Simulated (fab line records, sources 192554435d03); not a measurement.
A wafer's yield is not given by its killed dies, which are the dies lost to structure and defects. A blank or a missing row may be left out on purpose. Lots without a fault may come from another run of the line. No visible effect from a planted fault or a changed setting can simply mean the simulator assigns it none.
Which tool is to blame? ; flow n5-finfet ; 29 wafers from 11 lots sampled at 5 of the route's 1938 steps

## WHAT THE GAUGES READ, wafer by wafer
Not one reading of a measure or inspect step in the record can be checked against a usual standard deviation.

## WHICH TOOL RAN EACH LOT (tool, then ch and the chambers of the sampled wafers, then the start)
lot;N5_BEOL_M15_ETCH_38;N5_BEOL_M15_SPUTTER_43;N5_BEOL_M15_CMP_49;N5_BEOL_M15_DEP_53;N5_PASSIVATION_PECVD_00
L969;rie-diel-03 ch 0,1,3, day 15 23:17 or earlier;pvd-sputter-02, day 15 23:17;cmp-01 ch 1,2,3, day 16 00:17;pecvd-01 ch 0,1,2, day 16 00:31;pecvd-01 ch 0,1, day 16 01:36
L970;rie-diel-03 ch 1, day 16 14:50 or earlier;pvd-sputter-02, day 16 14:50;cmp-04 ch 1,2, day 16 15:46;pecvd-04 ch 0, day 16 16:08;pecvd-01 ch 0,1, day 16 17:14
L971;rie-diel-02 ch 0,2,3, day 16 15:17 or earlier;pvd-sputter-03, day 16 15:17;cmp-04 ch 1,3, day 16 16:07;pecvd-01 ch 0,2, day 16 16:29;pecvd-03 ch 0,1,2, day 16 17:34
L974;rie-diel-02 ch 1,3, day 17 06:44 or earlier;pvd-sputter-01, day 17 06:44;cmp-01 ch 0,1,2, day 17 07:55;pecvd-04 ch 1,2, day 17 08:11;pecvd-02 ch 0,2, day 17 09:16
L975;rie-diel-06 ch 0,2,3, day 17 14:44 or earlier;pvd-sputter-02, day 17 14:44;cmp-04 ch 2,3, day 17 15:40;pecvd-03 ch 1,2, day 17 16:02;pecvd-03 ch 0,2, day 17 17:07
L973;rie-diel-02 ch 0,1, day 17 14:42 or earlier;pvd-sputter-01, day 17 14:42;cmp-03 ch 0,3, day 17 15:38;pecvd-01 ch 0,1, day 17 15:56;pecvd-01 ch 0,1, day 17 17:01
L978;rie-diel-03 ch 0,2, day 17 18:26 or earlier;pvd-sputter-02, day 17 18:26;cmp-01 ch 0,3, day 17 19:18;pecvd-03 ch 0,2, day 17 19:37;pecvd-03 ch 1,2, day 17 20:43
L982;rie-diel-02 ch 0,1,2, day 18 23:48 or earlier;pvd-sputter-01, day 18 23:48;cmp-04 ch 1,3, day 19 01:05;pecvd-04 ch 0,2, day 19 01:27;pecvd-01 ch 1,2, day 19 02:42
L986;rie-diel-02 ch 0,3, day 20 07:41 or earlier;pvd-sputter-02, day 20 07:41;cmp-04 ch 0,3, day 20 08:44;pecvd-01 ch 0, day 20 09:03;pecvd-01 ch 0,2, day 20 10:08
L989;rie-diel-06 ch 0,3, day 21 02:53 or earlier;pvd-sputter-02, day 21 02:53;cmp-04 ch 2,3, day 21 04:22;pecvd-03 ch 0,1, day 21 04:43;pecvd-02 ch 0,1, day 21 05:48
L990;rie-diel-03 ch 1,2, day 21 16:08 or earlier;pvd-sputter-03, day 21 16:08;cmp-03 ch 0,1,2, day 21 17:01;pecvd-04 ch 0,2, day 21 17:20;pecvd-02 ch 0, day 21 18:25
- N5_BEOL_M15_ETCH_38: etches SiCN in CF4/N2, target depth 106.4 nm, time 120.5 s.
- N5_BEOL_M15_SPUTTER_43: material TaN, target thk 15 nm, time 24.19 s.
- N5_BEOL_M15_CMP_49: polishes, stops on SiO2, t overpolish 4.9 s, target thk 850 nm.
- N5_BEOL_M15_DEP_53: deposits SiCN from 3MS/NH3, target thk 50 nm, time 17.8 s.
- N5_PASSIVATION_PECVD_00: deposits SiO2 from SiH4/N2O, target thk 200 nm, time 11.2 s.

## WHAT THE TOOLS THEMSELVES READ (means of the sampled wafers that have a number; where no wafer has one, the mark that the record gives instead)
N5_BEOL_M15_ETCH_38. Usual: drypump-motor-current-A 5.6 A, standard deviation 0.41; n2-flow-sccm 59.97 sccm, standard deviation 0.19; oes-product-au 0.80 a.u., standard deviation 0.092; rf-vpp-V 382.5 V, standard deviation 2.1; showerhead-plenum-p-Torr 2.23 Torr, standard deviation 0.081; throttle-valve-pct 15.5 %, standard deviation 0.31.
lot;tool;drypump-motor-current-A (A);n2-flow-sccm (sccm);oes-product-au (a.u.);rf-vpp-V (V);showerhead-plenum-p-Torr (Torr);throttle-valve-pct (%);flag
L969;rie-diel-03;5.9;60.08;0.85;382.0;2.21;15.4;
L970;rie-diel-03;5.9;60.02;0.94;383.8;2.24;15.0;
L971;rie-diel-02;5.7;60.02;0.74;380.6;2.18;15.6;
L974;rie-diel-02;5.2;59.94;0.76;383.4;2.28;15.4;
L975;rie-diel-06;5.6;60.04;0.80;383.5;2.26;15.4;
L973;rie-diel-02;5.3;59.86;0.75;381.4;2.17;15.7;
L978;rie-diel-03;5.6;59.88;0.91;382.7;2.25;15.2;
L982;rie-diel-02;5.5;60.08;0.80;382.5;2.23;15.6;
L986;rie-diel-02;5.6;60.08;0.75;381.5;2.21;15.4;
L989;rie-diel-06;5.6;60.06;0.82;382.0;2.21;15.4;
L990;rie-diel-03;5.9;59.77;0.87;383.5;2.26;15.0;

N5_BEOL_M15_SPUTTER_43. Usual: throttle-valve-pct 30.1 %, standard deviation 1.1.
lot;tool;throttle-valve-pct (%);flag
L969;pvd-sputter-02;30.1;
L970;pvd-sputter-02;29.8;
L971;pvd-sputter-03;31.0;
L974;pvd-sputter-01;30.8;
L975;pvd-sputter-02;30.4;
L973;pvd-sputter-01;31.6;
L978;pvd-sputter-02;29.7;
L982;pvd-sputter-01;31.2;
L986;pvd-sputter-02;30.8;
L989;pvd-sputter-02;29.9;
L990;pvd-sputter-03;30.3;

N5_BEOL_M15_CMP_49. Usual: barrier-field-endpoint-s 11.37 s, standard deviation 0.29; motor-current-A 8.0 A, standard deviation 0.65.
lot;tool;barrier-field-endpoint-s (s);motor-current-A (A);flag
L969;cmp-01;11.21;7.9;
L970;cmp-04;11.07;8.3;
L971;cmp-04;11.45;8.4;
L974;cmp-01;11.54;8.5;
L975;cmp-04;11.61;8.0;
L973;cmp-03;11.11;8.8;
L978;cmp-01;11.38;7.8;
L982;cmp-04;10.99;8.5;
L986;cmp-04;12.59;7.9;OFF
L989;cmp-04;12.58;8.2;OFF
L990;cmp-03;11.48;8.0;

N5_BEOL_M15_DEP_53. Usual: showerhead-plenum-p-Torr 4.159 Torr, standard deviation 0.028; showerhead-vpp-V 1610 V, standard deviation 57; throttle-valve-pct 18.2 %, standard deviation 0.82.
lot;tool;showerhead-plenum-p-Torr (Torr);showerhead-vpp-V (V);throttle-valve-pct (%);flag
L969;pecvd-01;4.174;1579;17.8;
L970;pecvd-04;4.133;1628;18.4;
L971;pecvd-01;4.159;1604;18.6;
L974;pecvd-04;4.150;1690;17.9;
L975;pecvd-03;4.186;1650;18.2;
L973;pecvd-01;4.178;1570;18.2;
L978;pecvd-03;4.181;1643;18.0;
L982;pecvd-04;4.154;1683;17.7;
L986;pecvd-01;4.155;1590;19.2;
L989;pecvd-03;4.153;1613;18.8;
L990;pecvd-04;4.157;1689;17.9;

N5_PASSIVATION_PECVD_00. Usual: heater-power-w 610 W, standard deviation 100; showerhead-plenum-p-Torr 8.20 Torr, standard deviation 0.096; showerhead-vpp-V 1519 V, standard deviation 43; throttle-valve-pct 51.8 %, standard deviation 2.4.
lot;tool;heater-power-w (W);showerhead-plenum-p-Torr (Torr);showerhead-vpp-V (V);throttle-valve-pct (%);flag
L969;pecvd-01;672;8.28;1470;51.2;
L970;pecvd-01;648;8.25;1494;52.0;
L971;pecvd-03;567;8.20;1557;52.1;
L974;pecvd-02;662;8.21;1541;52.3;
L975;pecvd-03;623;8.29;1555;50.9;
L973;pecvd-01;652;8.24;1476;52.1;
L978;pecvd-03;692;8.24;1568;52.1;
L982;pecvd-01;583;8.30;1477;49.0;
L986;pecvd-01;542;8.19;1504;52.0;
L989;pecvd-02;673;8.09;1544;50.1;
L990;pecvd-02;736;8.18;1556;52.8;

## THE ANSWER, worked out from the rows above alone
Rule: a lot is off if the mean of its wafers that have a number lies more than 3 standard deviations from the usual mean. A lot without any number at a reading at which 4 lots or more have one is off too. All remaining lots with rows at the step are treated as sound. First the gauges in route order, then the tools' own readings, where a lot's mean is used as printed above. The first step at which some lot is off is used, and at that step the reading that is off furthest; a lot without a number counts as furthest.
Off at N5_BEOL_M15_CMP_49 (barrier-field-endpoint-s): L986, L989.
A tool fits if, at that step or a process step before it, it ran every lot that is off, and no sound lot after the first of them. N5_BEOL_M15_ETCH_38 gives no start for some lots, so the hours and the order of its lots are those of N5_BEOL_M15_SPUTTER_43. Undecided on this evidence; 2 tools fit (pvd-sputter-02 at N5_BEOL_M15_SPUTTER_43, cmp-04 at N5_BEOL_M15_CMP_49).

## WHAT WAS PUT IN BY THE SIMULATOR
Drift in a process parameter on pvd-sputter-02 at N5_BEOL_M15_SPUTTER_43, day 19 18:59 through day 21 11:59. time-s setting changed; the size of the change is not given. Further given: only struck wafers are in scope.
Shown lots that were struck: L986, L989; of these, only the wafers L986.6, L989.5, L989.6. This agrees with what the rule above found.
